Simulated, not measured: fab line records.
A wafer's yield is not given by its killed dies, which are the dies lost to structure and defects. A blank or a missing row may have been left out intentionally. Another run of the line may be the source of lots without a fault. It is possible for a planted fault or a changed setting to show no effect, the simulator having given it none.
Chamber matching | flow nand_harc | NHARC_A_STAIRCASE_ETCHBACK_422 on rie_diel-07 has 4 sister chambers
The step etches the open film in CH3F/O2, target depth 40 nm, time 74.286 s. 4 wafers are shown with their chamber, then 9 later ones without.

## WAFERS PAIRED WITH THEIR CHAMBERS
wafer  | chamber | showerhead_plenum_p_Torr (Torr)
L086.1 | 3       | 2.50
L091.2 | 0       | 2.57
L091.4 | 2       | 2.64
L091.6 | 1       | 2.47

## WAFERS WHOSE CHAMBER IS MISSING
wafer  | showerhead_plenum_p_Torr (Torr)
L091.1 | 2.47
L091.3 | 2.49
L091.5 | 2.57
L090.2 | 2.63
L090.4 | 2.47
L090.5 | 2.47
L093.1 | 2.63
L093.2 | 2.46
L093.6 | 2.63

## WHICH CHAMBER EACH WENT THROUGH
wafer  | from the rows above     | in truth
L091.1 | 1                       | 1
L091.3 | can't be placed: 3 or 1 | 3
L091.5 | 0                       | 0
L090.2 | 2                       | 2
L090.4 | 1                       | 1
L090.5 | 1                       | 1
L093.1 | 2                       | 2
L093.2 | 1                       | 1
L093.6 | 2                       | 2
8 of 9 placed correctly. Unplaceable from these rows: 1, with the true chamber sitting among the candidates in 1. 0 placed wrongly.
How it was worked out, from the rows above alone: a wafer's distance from a chamber is the root of the sum, over the readings, of the square of ((its reading less the chamber's mean) divided by the reading's scatter). If the next closest chamber is less than 2 further off than the closest, the wafer can't be placed; otherwise it belongs to the closest. The mean given for a chamber averages the wafers shown for that chamber. The scatter: with one shown wafer a chamber, the root of the mean of the squares of how far each hidden wafer lies from its nearest shown one.
